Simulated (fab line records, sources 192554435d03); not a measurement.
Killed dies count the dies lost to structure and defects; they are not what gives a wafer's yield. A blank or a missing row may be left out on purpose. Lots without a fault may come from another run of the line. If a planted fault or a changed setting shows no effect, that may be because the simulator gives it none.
fab line records	flow n5-finfet
record lots=11	wafers=33	last-day=17
route steps=1938 shown BEOL_M5@1126 PASSIVATION@1936
lots that met no fault: taken from a fault-free run of the same line
start-h: start of the lot's first displayed wafer, in hours after the record's first day	wait-h: hours from the lot's prior step to this one	" the same as in the row above	L1.1+2: one row covering several wafers at once	- no value, or no start given	* or withheld: withheld	< > ~ a bound
route shown NAME@n: NAME is a module with steps in the file, n the number in the route of the first one	usual: the fault-free wafers' mean and standard deviation	same: alike in all rows	chamber/n: place in a boat	sites: readings site by site	_std_site: standard deviation of those values	_edge_site: mean of outer sites minus mean of inner sites	radius-mm: for every site, how far away it sits from the centre of the wafer	mask NAME#n: copy n	behind: tool/chamber where the wafer was last shaped	hold: what put the lot on hold/how long, in hours/how the hold closed	device: whichever transistor did not switch (one of n, p or np)	end of line: tests of these same wafers at the route's end	step lacking rows: just its recipe	killed: at the first sort, the dies lost to defects and structure; wafer yield is something else	map: the dies of a wafer, with x for killed, . for not killed, _ for no die there
set.NAME: the setting that was run; set.NAME@STEP: the one run at that earlier step	model.NAME: the simulator's own value behind a step, which no gauge read
one table for each step of the route and one row for each wafer, over a sample of lots
services: from which hour (start-h, from the record's first day; less than 0 if before it) a tool's chamber was out of use, for how many hours, and why
## steps
# step N5_BEOL_M5_CD_MEAS_11
# recipe target-cd-nm=27.74	landing-energy-ev=500	detector=se-inlens
# usual cd-nm=27.99/0.24
lot.wafer	tool	chamber	start-h	wait-h	cd-nm
L579.1	cd-sem-01	0	160.38	-	28.07
L579.2	"	0	"	"	27.80
L579.4	"	0	"	"	28.23
L582.1	cd-sem-03	0	184.91	-	28.10
L582.2	"	0	"	"	28.12
L582.5	"	0	"	"	28.00
L583.2	cd-sem-02	0	192.49	-	27.88
L583.3	"	0	"	"	28.17
L583.5	"	0	"	"	28.06
L589.2	cd-sem-01	0	227.66	-	28.26
L589.4	"	0	"	"	27.95
L589.5	"	0	"	"	28.22
L590.1	cd-sem-02	0	231.09	-	28.17
L590.3	"	0	"	"	28.19
L590.5	"	0	"	"	28.23
L591.1	cd-sem-01	0	238.43	-	27.58
L591.4	"	0	"	"	27.66
L591.5	"	0	"	"	28.43
L595.4	cd-sem-03	0	261.70	-	27.76
L595.5	"	0	"	"	28.37
L595.6	"	0	"	"	27.81
L596.2	cd-sem-03	0	263.03	-	28.00
L596.3	"	0	"	"	27.89
L596.5	"	0	"	"	28.02
L597.2	cd-sem-02	0	270.08	-	28.04
L597.4	"	0	"	"	27.69
L597.5	"	0	"	"	28.21
L600.1	cd-sem-01	0	297.60	-	28.09
L600.3	"	0	"	"	27.79
L600.5	"	0	"	"	27.84
L601.2	cd-sem-03	0	305.96	-	27.86
L601.4	"	0	"	"	28.23
L601.6	"	0	"	"	28.13
# step N5_BEOL_M5_COAT_65
# recipe resist=SOC	temp-c=250	time-s=60	spin-rpm=1500	resist-thk-nm=60
# usual chill-plate-temp-C=22.98/0.098	spin-speed-rpm=1500.0/0.93
lot.wafer	tool	chamber	start-h	wait-h	chill-plate-temp-C	spin-speed-rpm
L579.1	litho-track-03	0	161.57	0.2	22.93	1499.2
L579.2	"	0	"	"	22.96	1501.0
L579.4	"	0	"	"	22.73	1499.5
L582.1	litho-track-04	0	187.04	1.6	22.98	1500.8
L582.2	"	0	"	"	22.99	1500.4
L582.5	"	0	"	"	22.98	1500.1
L583.2	litho-track-03	0	193.17	0.0	22.92	1499.4
L583.3	"	0	"	"	23.15	1501.7
L583.5	"	0	"	"	23.06	1501.4
L589.2	litho-track-03	0	228.33	0.1	22.79	1499.4
L589.4	"	0	"	"	23.15	1500.6
L589.5	"	0	"	"	22.90	1501.5
L590.1	litho-track-03	0	233.58	1.8	22.93	1421.5
L590.3	"	0	"	"	22.89	1421.1
L590.5	"	0	"	"	22.97	1422.5
L591.1	litho-track-03	0	240.15	1.2	23.05	1423.0
L591.4	"	0	"	"	23.06	1424.3
L591.5	"	0	"	"	23.06	1422.4
L595.4	litho-track-04	0	262.31	0.1	22.92	1501.8
L595.5	"	0	"	"	22.97	1499.0
L595.6	"	0	"	"	22.89	1500.6
L596.2	litho-track-01	0	264.58	1.0	23.00	1501.2
L596.3	"	0	"	"	22.98	1501.1
L596.5	"	0	"	"	23.13	1500.6
L597.2	litho-track-04	0	272.89	2.3	22.96	1500.4
L597.4	"	0	"	"	22.92	1499.6
L597.5	"	0	"	"	22.98	1498.2
L600.1	litho-track-01	0	298.62	0.5	23.00	1500.1
L600.3	"	0	"	"	23.13	1499.2
L600.5	"	0	"	"	22.95	1499.4
L601.2	litho-track-04	0	306.77	0.0	22.95	1497.0
L601.4	"	0	"	"	22.92	1497.8
L601.6	"	0	"	"	22.99	1500.3
# step N5_BEOL_M5_INSPECT_30
# recipe mode=adi	inspect-instrument=brightfield
# usual raw-defect-count=380/80
lot.wafer	tool	chamber	start-h	wait-h	raw-defect-count
L579.1	defect-inspect-01	-	162.06	0.1	309
L579.2	"	-	"	"	318
L579.4	"	-	"	"	383
L582.1	defect-inspect-02	-	187.40	0.1	450
L582.2	"	-	"	"	338
L582.5	"	-	"	"	281
L583.2	defect-inspect-01	-	193.66	0.0	457
L583.3	"	-	"	"	553
L583.5	"	-	"	"	434
L589.2	defect-inspect-01	-	228.70	0.0	374
L589.4	"	-	"	"	321
L589.5	"	-	"	"	296
L590.1	defect-inspect-01	-	233.99	0.1	256
L590.3	"	-	"	"	210
L590.5	"	-	"	"	261
L591.1	defect-inspect-01	-	240.78	0.1	342
L591.4	"	-	"	"	337
L591.5	"	-	"	"	395
L595.4	defect-inspect-02	-	262.68	0.0	431
L595.5	"	-	"	"	464
L595.6	"	-	"	"	512
L596.2	defect-inspect-01	-	264.95	0.0	492
L596.3	"	-	"	"	402
L596.5	"	-	"	"	504
L597.2	defect-inspect-01	-	273.38	0.0	335
L597.4	"	-	"	"	403
L597.5	"	-	"	"	465
L600.1	defect-inspect-01	-	298.98	0.1	287
L600.3	"	-	"	"	303
L600.5	"	-	"	"	246
L601.2	defect-inspect-02	-	307.31	0.0	269
L601.4	"	-	"	"	285
L601.6	"	-	"	"	297
# step N5_BEOL_M5_DESCUM_33
# recipe chemistry=O2	time-s=7	source-power-w=50	bias-power-w=20	pressure-mtorr=20	rf-frequency-hz=2.712e+07	temp-c=40	resist=CAR-EUV	o2-flow-sccm=225
# usual chamber-pressure-mTorr=20.003/0.018	drypump-motor-current-A=5.5/0.4	oes-product-au=0.80/0.068	rf-vpp-V=243.4/1.5	showerhead-plenum-p-Torr=2.11/0.08	throttle-valve-pct=20.36/0.18
lot.wafer	tool	chamber	start-h	wait-h	chamber-pressure-mTorr	drypump-motor-current-A	oes-product-au	rf-hours-counter-h	rf-vpp-V	showerhead-plenum-p-Torr	throttle-valve-pct
L579.1	rie-diel-05	3	162.09	0.0	20.013	5.2	0.86	40	243.6	2.14	20.38
L579.2	"	1	"	"	20.007	5.8	0.91	33	244.0	2.15	20.54
L579.4	"	0	"	"	19.985	6.0	0.84	64	243.7	2.12	20.29
L582.1	rie-diel-05	2	187.43	0.0	20.006	5.1	0.83	69	245.4	2.21	20.34
L582.2	"	1	"	"	20.029	5.8	0.89	40	243.7	2.15	20.56
L582.5	"	1	"	"	19.974	5.8	0.89	-	244.4	2.15	20.56
L583.2	rie-diel-05	3	193.69	0.0	20.001	5.2	0.84	50	242.6	2.14	20.39
L583.3	"	1	"	"	20.001	5.8	0.89	43	243.6	2.15	20.58
L583.5	"	3	"	"	19.995	5.2	0.84	-	242.4	2.14	20.40
L589.2	rie-diel-05	0	228.78	0.1	19.996	6.1	0.81	83	243.6	2.11	20.30
L589.4	"	2	"	"	20.025	5.1	0.81	80	245.4	2.21	20.35
L589.5	"	3	"	"	20.018	5.2	0.82	-	244.5	2.13	20.42
L590.1	rie-diel-05	2	234.85	0.9	19.978	5.1	0.81	83	245.4	2.21	20.36
L590.3	"	1	"	"	20.003	5.8	0.85	56	242.3	2.14	20.58
L590.5	"	0	"	"	20.001	6.0	0.81	-	242.4	2.11	20.31
L591.1	rie-diel-02	2	240.87	0.1	20.008	5.9	0.71	218	242.2	2.05	20.51
L591.4	"	3	"	"	19.995	5.4	0.73	167	243.2	2.16	20.35
L591.5	"	1	"	"	20.029	6.0	0.76	-	242.0	1.98	20.01
L595.4	rie-diel-06	0	262.71	0.0	19.981	5.6	0.90	41	243.1	2.11	20.08
L595.5	"	1	"	"	19.977	4.7	0.98	-	243.5	2.06	20.11
L595.6	"	0	"	"	20.024	5.6	0.89	-	243.5	2.11	20.09
L596.2	rie-diel-05	1	264.98	0.0	19.980	5.8	0.84	65	244.0	2.14	20.59
L596.3	"	0	"	"	19.985	6.0	0.81	94	242.9	2.11	20.32
L596.5	"	3	"	"	20.029	5.2	0.81	-	243.1	2.13	20.42
L597.2	rie-diel-05	3	273.62	0.2	20.006	5.2	0.80	74	242.1	2.13	20.44
L597.4	"	1	"	"	20.008	5.9	0.84	68	243.4	2.14	20.60
L597.5	"	0	"	"	20.005	6.0	0.79	-	244.2	2.10	20.32
L600.1	rie-diel-02	2	299.02	0.0	19.990	5.9	0.70	238	241.8	2.04	20.56
L600.3	"	3	"	"	20.015	5.5	0.72	185	245.3	2.16	20.38
L600.5	"	0	"	"	20.023	5.0	0.72	-	241.3	2.09	20.55
L601.2	rie-diel-02	2	307.34	0.0	20.004	5.9	0.68	240	240.8	2.04	20.56
L601.4	"	3	"	"	20.004	5.5	0.71	187	243.9	2.15	20.37
L601.6	"	2	"	"	19.983	5.9	0.69	-	242.9	2.04	20.55
# step N5_PASSIVATION_PROBE_49
# usual defect-limited-yield=91.4/1.6	killed_at_M0_to_M3=31/11	killed_at_M4_up=14/5.7	killed-at-contacts=12/6	killed-at-front-end=41/13	killed-at-other=3.3/2.8	killed-dies=101/19	killed-on-rim=13/3.9	killed-open=67/14	killed-short=33/8.2	sort_bin_4_leakage=0.0/0.37	sort_bin_5_function=5.0/1.1	sort_bin_6_memory=3.3/0.74	sort-n-pass=1078/20	sort-yield-pct=91.3/1.7
# same gross-dies=1180	killed-at-back-side=0	sort_bin_8_speed[%]=0
lot.wafer	tool	chamber	start-h	wait-h	defect-limited-yield[%]	killed_at_M0_to_M3	killed_at_M4_up	killed-at-contacts	killed-at-front-end	killed-at-other	killed-dies	killed-on-rim	killed-open	killed-short	sort_bin_4_leakage[%]	sort_bin_5_function[%]	sort_bin_6_memory[%]	sort-n-pass	sort-yield-pct[%]
L579.1	prober-02	-	254.75	0.0	94.2	14	11	4	38	1	68	10	36	31	0	3.2	2.1	1112	94.2
L579.2	prober-02	-	254.80	0.1	92.8	26	13	1	43	2	85	9	59	26	0	4.7	2.3	1095	92.8
L579.4	prober-02	-	254.90	0.2	92.5	18	9	5	54	3	89	12	55	25	0	4.2	2.6	1091	92.5
L582.1	prober-02	-	284.99	0.0	92.0	28	22	14	25	5	94	7	66	26	4.4	4.6	3.0	1034	87.6
L582.2	prober-02	-	285.04	0.1	92.5	24	17	7	39	2	89	11	60	26	0	4.2	2.8	1091	92.5
L582.5	prober-02	-	285.19	0.2	92.6	19	12	7	41	8	87	13	56	26	0	3.2	3.2	1093	92.6
L583.2	prober-02	-	295.74	0.1	91.4	29	12	7	37	16	101	7	61	40	0	5.0	3.1	1079	91.4
L583.3	prober-02	-	295.79	0.1	93.9	16	11	13	29	3	72	12	53	15	0	3.4	2.2	1108	93.9
L583.5	prober-02	-	295.89	0.2	92.0	28	23	14	26	3	94	10	66	28	0	4.2	3.4	1086	92.0
L589.2	prober-01	-	324.61	0.1	91.2	38	14	7	44	1	104	12	61	42	0	4.4	3.7	1076	91.2
L589.4	prober-01	-	324.71	0.2	87.9	47	4	14	74	4	143	18	87	53	0	6.2	5.1	1037	87.9
L589.5	prober-01	-	324.76	0.2	87.1	43	23	8	77	1	152	12	100	43	0	7.3	4.8	1028	87.1
L591.1	prober-02	-	334.41	0.0	89.1	64	7	4	51	3	129	22	81	48	0	6.2	4.1	1051	89.1
L591.4	prober-02	-	334.56	0.2	91.9	35	15	5	38	3	96	12	63	31	0	5.1	2.9	1084	91.9
L591.5	prober-02	-	334.61	0.2	93.1	30	12	6	32	1	81	10	49	32	0	3.6	2.7	1099	93.1
L595.4	prober-02	-	368.53	0.2	94.7	20	5	9	27	2	63	14	39	22	0	3.1	1.9	1117	94.7
L595.5	prober-02	-	368.58	0.2	90.8	35	19	31	23	1	109	16	71	36	0	5.6	3.4	1071	90.8
L595.6	prober-02	-	368.63	0.3	89.2	48	35	15	29	0	127	16	89	38	0	7.0	3.5	1053	89.2
L597.2	prober-02	-	371.72	0.1	91.8	37	14	14	31	1	97	15	69	26	0	5.3	2.5	1083	91.8
L597.4	prober-02	-	371.82	0.2	92.2	37	8	13	32	2	92	11	58	32	0	3.8	3.4	1088	92.2
L597.5	prober-02	-	371.87	0.2	91.2	37	14	15	37	1	104	17	80	23	0	4.2	4.2	1076	91.2
L596.2	prober-01	-	371.98	0.1	89.7	42	13	6	57	3	121	15	76	44	0	6.2	3.7	1059	89.7
L600.1	prober-01	-	394.62	0.0	90.3	24	20	13	53	5	115	14	76	38	0	6.4	3.4	1065	90.3
L600.3	prober-01	-	394.72	0.1	90.2	24	30	19	39	4	116	20	76	36	0.1	5.8	3.5	1063	90.1
L600.5	prober-01	-	394.82	0.2	93.3	17	6	18	38	0	79	12	61	17	0	3.8	2.6	1101	93.3
L601.2	prober-02	-	405.22	0.1	92.5	26	7	20	33	2	88	14	53	30	0	4.1	3.1	1092	92.5
L601.4	prober-02	-	405.32	0.2	89.8	28	10	30	50	2	120	10	93	25	0	6.3	3.6	1060	89.8
L601.6	prober-02	-	405.42	0.3	91.9	31	11	18	35	0	95	14	64	29	0	4.5	3.3	1085	91.9
# killed by level:class
L579.1 GATE_CUT:geometric-particle:short=7 STI_FIN_REVEAL:geometric-particle:open=5 DUMMY_GATE:geometric-particle:open=5 GATE_CUT:geometric-particle:open=5 FIN_SAQP:geometric-particle:short=4 MOL_CONTACT_COAG:geometric-particle:open=4 BEOL_M0_SAQP:geometric-particle:short=4 BEOL_M2:geometric-particle:open=4
L579.2 STI_FIN_REVEAL:geometric-particle:open=10 FIN_SAQP:geometric-particle:open=9 BEOL_M4:geometric-particle:open=9 BEOL_M2:geometric-particle:open=8 FIN_SAQP:geometric-particle:short=7 BEOL_M0_SAQP:geometric-particle:open=6 BEOL_M3:geometric-particle:open=5 GATE_CUT:geometric-particle:short=4
L579.4 FIN_SAQP:geometric-particle:open=10 DUMMY_GATE:geometric-particle:open=8 HKMG_FIN:area-etch=7 FIN_SAQP:geometric-particle:short=6 STI_FIN_REVEAL:geometric-particle:open=6 DUMMY_GATE:geometric-particle:short=5 STARTING-WAFER:geometric-particle:open=5 MOL_CONTACT_COAG:geometric-particle:open=4
L582.1 BEOL_M4:geometric-particle:open=16 MOL_CONTACT_COAG:geometric-particle:open=11 BEOL_M2:geometric-particle:open=7 BEOL_M1:geometric-particle:open=6 BEOL_M0_SAQP:geometric-particle:open=5 FIN_SAQP:geometric-particle:short=4 ILD0:geometric-particle:open=4 GATE_CUT:geometric-particle:short=4
L582.2 BEOL_M4:geometric-particle:open=11 FIN_SAQP:geometric-particle:open=7 MOL_CONTACT_COAG:geometric-particle:open=7 FIN_SAQP:geometric-particle:short=5 DUMMY_GATE:geometric-particle:open=5 BEOL_M0:geometric-particle:open=5 GATE_CUT:geometric-particle:short=4 BEOL_M3:geometric-particle:open=4
L582.5 FIN_SAQP:geometric-particle:open=7 DUMMY_GATE:geometric-particle:open=6 PAD_METAL:geometric-particle:open=6 STARTING-WAFER:geometric-particle:open=6 BEOL_M0_SAQP:geometric-particle:open=5 BEOL_M0_SAQP:geometric-particle:short=5 BEOL_M2:geometric-particle:open=5 BEOL_M4:geometric-particle:open=5
L583.2 BEOL_M0_SAQP:geometric-particle:open=13 BEOL_M0_SAQP:geometric-particle:short=9 GATE_CUT:geometric-particle:short=8 MOL_CONTACT_COAG:geometric-particle:open=7 FIN_SAQP:geometric-particle:open=5 STI_FIN_REVEAL:geometric-particle:open=5 PAD_METAL:geometric-particle:open=5 BEOL_M4:geometric-particle:open=4
L583.3 MOL_CONTACT_COAG:geometric-particle:open=12 STI_FIN_REVEAL:geometric-particle:open=7 BEOL_M4:geometric-particle:open=6 BEOL_M2:geometric-particle:open=5 HKMG_FIN:area-etch=4 GATE_CUT:geometric-particle:short=3 BEOL_M0_SAQP:geometric-particle:open=3 BEOL_M0_SAQP:geometric-particle:short=3
L583.5 MOL_CONTACT_COAG:geometric-particle:open=11 BEOL_M0_SAQP:geometric-particle:short=9 BEOL_M0_SAQP:geometric-particle:open=8 BEOL_M4:geometric-particle:open=8 FIN_SAQP:geometric-particle:open=6 STI_FIN_REVEAL:geometric-particle:open=6 BEOL_M4:geometric-particle:short=6 BEOL_M2:geometric-particle:open=5
L589.2 FIN_SAQP:geometric-particle:short=14 BEOL_M2:geometric-particle:open=13 FIN_SAQP:geometric-particle:open=7 BEOL_M0_SAQP:geometric-particle:short=7 STI_FIN_REVEAL:geometric-particle:open=6 BEOL_M0_SAQP:geometric-particle:open=6 BEOL_M1:geometric-particle:open=6 MOL_CONTACT_COAG:geometric-particle:open=5
L589.4 FIN_SAQP:geometric-particle:short=28 FIN_SAQP:geometric-particle:open=15 BEOL_M0_SAQP:geometric-particle:open=12 MOL_CONTACT_COAG:geometric-particle:open=11 STI_FIN_REVEAL:geometric-particle:open=10 BEOL_M1:geometric-particle:open=8 BEOL_M0_SAQP:geometric-particle:short=7 BEOL_M0:geometric-particle:open=6
L589.5 STI_FIN_REVEAL:geometric-particle:open=23 FIN_SAQP:geometric-particle:short=14 BEOL_M3:geometric-particle:open=13 BEOL_M0_SAQP:geometric-particle:open=12 BEOL_M5:geometric-particle:open=9 BEOL_M4:geometric-particle:open=7 MOL_CONTACT_COAG:geometric-particle:open=6 HKMG_FIN:area-etch=6
L591.1 BEOL_M0_SAQP:geometric-particle:short=23 BEOL_M0_SAQP:geometric-particle:open=19 FIN_SAQP:geometric-particle:open=12 FIN_SAQP:geometric-particle:short=9 GATE_CUT:geometric-particle:open=8 GATE_CUT:geometric-particle:short=7 BEOL_M3:geometric-particle:open=7 STI_FIN_REVEAL:geometric-particle:open=6
L591.4 DUMMY_GATE:geometric-particle:open=8 BEOL_M0_SAQP:geometric-particle:open=8 BEOL_M1:geometric-particle:open=8 STI_FIN_REVEAL:geometric-particle:open=6 BEOL_M4:geometric-particle:open=6 FIN_SAQP:geometric-particle:open=5 ILD0:geometric-particle:short=5 BEOL_M0_SAQP:geometric-particle:short=5
L591.5 BEOL_M0_SAQP:geometric-particle:short=9 BEOL_M1:geometric-particle:open=8 STI_FIN_REVEAL:geometric-particle:open=7 GATE_CUT:geometric-particle:short=6 BEOL_M0_SAQP:geometric-particle:open=6 MOL_CONTACT_COAG:geometric-particle:open=5 FIN_SAQP:geometric-particle:short=3 DUMMY_GATE:geometric-particle:open=3
L595.4 MOL_CONTACT_COAG:geometric-particle:open=7 FIN_SAQP:geometric-particle:short=5 BEOL_M0_SAQP:geometric-particle:open=5 BEOL_M3:geometric-particle:open=5 STI_FIN_REVEAL:geometric-particle:open=4 STARTING-WAFER:geometric-particle:open=4 BEOL_M2:geometric-particle:open=3 STARTING-WAFER:geometric-particle:short=3
L595.5 MOL_CONTACT_COAG:geometric-particle:open=23 MOL_CONTACT_COAG:geometric-particle:short=8 BEOL_M0_SAQP:geometric-particle:open=8 BEOL_M4:geometric-particle:open=8 BEOL_M0_SAQP:geometric-particle:short=7 FIN_SAQP:geometric-particle:open=4 FIN_SAQP:geometric-particle:short=4 STI_FIN_REVEAL:geometric-particle:open=4
L595.6 BEOL_M4:geometric-particle:open=15 BEOL_M2:geometric-particle:open=13 MOL_CONTACT_COAG:geometric-particle:open=11 FIN_SAQP:geometric-particle:short=9 BEOL_M0_SAQP:geometric-particle:short=9 BEOL_M0_SAQP:geometric-particle:open=8 BEOL_M1:geometric-particle:open=7 BEOL_M5:geometric-particle:open=6
L597.2 MOL_CONTACT_COAG:geometric-particle:open=13 BEOL_M2:geometric-particle:open=10 STI_FIN_REVEAL:geometric-particle:open=9 BEOL_M0_SAQP:geometric-particle:open=6 BEOL_M4:geometric-particle:open=6 FIN_SAQP:geometric-particle:open=5 GATE_CUT:geometric-particle:short=4 BEOL_M0_SAQP:geometric-particle:short=4
L597.4 BEOL_M0_SAQP:geometric-particle:open=12 BEOL_M3:geometric-particle:open=10 MOL_CONTACT_COAG:geometric-particle:open=9 BEOL_M0_SAQP:geometric-particle:short=9 STI_FIN_REVEAL:geometric-particle:open=8 FIN_SAQP:geometric-particle:short=4 STI_FIN_REVEAL:geometric-particle:short=4 DUMMY_GATE:geometric-particle:open=4
L597.5 STI_FIN_REVEAL:geometric-particle:open=16 MOL_CONTACT_COAG:geometric-particle:open=14 BEOL_M2:geometric-particle:open=11 FIN_SAQP:geometric-particle:open=7 BEOL_M1:geometric-particle:open=7 BEOL_M0_SAQP:geometric-particle:open=4 BEOL_M2:geometric-particle:short=4 BEOL_M3:geometric-particle:short=4
L596.2 FIN_SAQP:geometric-particle:open=15 BEOL_M0_SAQP:geometric-particle:open=12 STI_FIN_REVEAL:geometric-particle:open=9 BEOL_M0_SAQP:geometric-particle:short=9 FIN_SAQP:geometric-particle:short=8 BEOL_M1:geometric-particle:open=8 BEOL_M4:geometric-particle:open=7 STI_FIN_REVEAL:geometric-particle:short=5
L600.1 STI_FIN_REVEAL:geometric-particle:open=13 FIN_SAQP:geometric-particle:open=12 MOL_CONTACT_COAG:geometric-particle:open=11 BEOL_M4:geometric-particle:open=10 FIN_SAQP:geometric-particle:short=8 BEOL_M3:geometric-particle:open=6 DUMMY_GATE:geometric-particle:open=5 BEOL_M4:geometric-particle:short=5
L600.3 MOL_CONTACT_COAG:geometric-particle:open=14 BEOL_M4:geometric-particle:open=14 BEOL_M2:geometric-particle:open=11 FIN_SAQP:geometric-particle:short=9 STARTING-WAFER:geometric-particle:short=6 DUMMY_GATE:geometric-particle:open=5 MOL_CONTACT_COAG:geometric-particle:short=5 FIN_SAQP:geometric-particle:open=4
L600.5 MOL_CONTACT_COAG:geometric-particle:open=15 STI_FIN_REVEAL:geometric-particle:open=9 FIN_SAQP:geometric-particle:open=8 FIN_SAQP:geometric-particle:short=4 STARTING-WAFER:geometric-particle:open=4 DUMMY_GATE:geometric-particle:open=3 MOL_CONTACT_COAG:geometric-particle:short=3 BEOL_M0:geometric-particle:open=3
L601.2 MOL_CONTACT_COAG:geometric-particle:open=14 FIN_SAQP:geometric-particle:open=11 BEOL_M3:geometric-particle:open=9 MOL_CONTACT_COAG:geometric-particle:short=6 GATE_CUT:geometric-particle:short=5 BEOL_M0_SAQP:geometric-particle:open=4 STI_FIN_REVEAL:geometric-particle:open=3 BEOL_M4:geometric-particle:open=3
L601.4 MOL_CONTACT_COAG:geometric-particle:open=26 STI_FIN_REVEAL:geometric-particle:open=19 BEOL_M0_SAQP:geometric-particle:open=9 FIN_SAQP:geometric-particle:open=8 BEOL_M3:geometric-particle:open=6 STARTING-WAFER:geometric-particle:open=5 MOL_CONTACT_COAG:geometric-particle:short=4 BEOL_M0_SAQP:geometric-particle:short=4
L601.6 MOL_CONTACT_COAG:geometric-particle:open=14 STI_FIN_REVEAL:geometric-particle:open=9 BEOL_M0_SAQP:geometric-particle:short=9 BEOL_M0_SAQP:geometric-particle:open=9 BEOL_M2:geometric-particle:open=6 STI_FIN_REVEAL:geometric-particle:short=5 DUMMY_GATE:geometric-particle:open=4 MOL_CONTACT_COAG:geometric-particle:short=4
## services
tool	chamber	start-h	hours	kind
rie-diel-05	2	208.68	3.8	repair
litho-track-04	-	212.76	-	consumable-replace:filter
rie-diel-05	0	221.63	2.8	repair
rie-diel-06	1	237.52	-	clean
rie-diel-06	1	237.52	-	consumable-replace:focus-ring
rie-diel-06	1	237.52	21.4	scheduled-down
rie-diel-06	1	237.52	21.4	vent-cycle
rie-diel-06	3	272.94	8.2	repair
litho-track-01	-	291.00	-	consumable-replace:filter
rie-diel-05	2	292.50	6.9	repair
## key
first-sign step=N5_BEOL_M5_COAT_65	reading=spin-speed-rpm	direction=down	sigmas=83	usual=*	struck=*
effect none on later readings
met-at N5_BEOL_M5_COAT_65
struck-lots L590,L591
not-acting-at N5_BEOL_M5_CD_MEAS_11,N5_BEOL_M5_INSPECT_30,N5_BEOL_M5_DESCUM_33
onset-between 228.33 233.58
fault kind=process-parameter-drift	tool=litho-track-03	chamber=-	onset-h=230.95	steps=N5_BEOL_M5_COAT_65	channel=spin-rpm	offset=*	shape=step	end-h=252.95	acts-in=*	stated=*
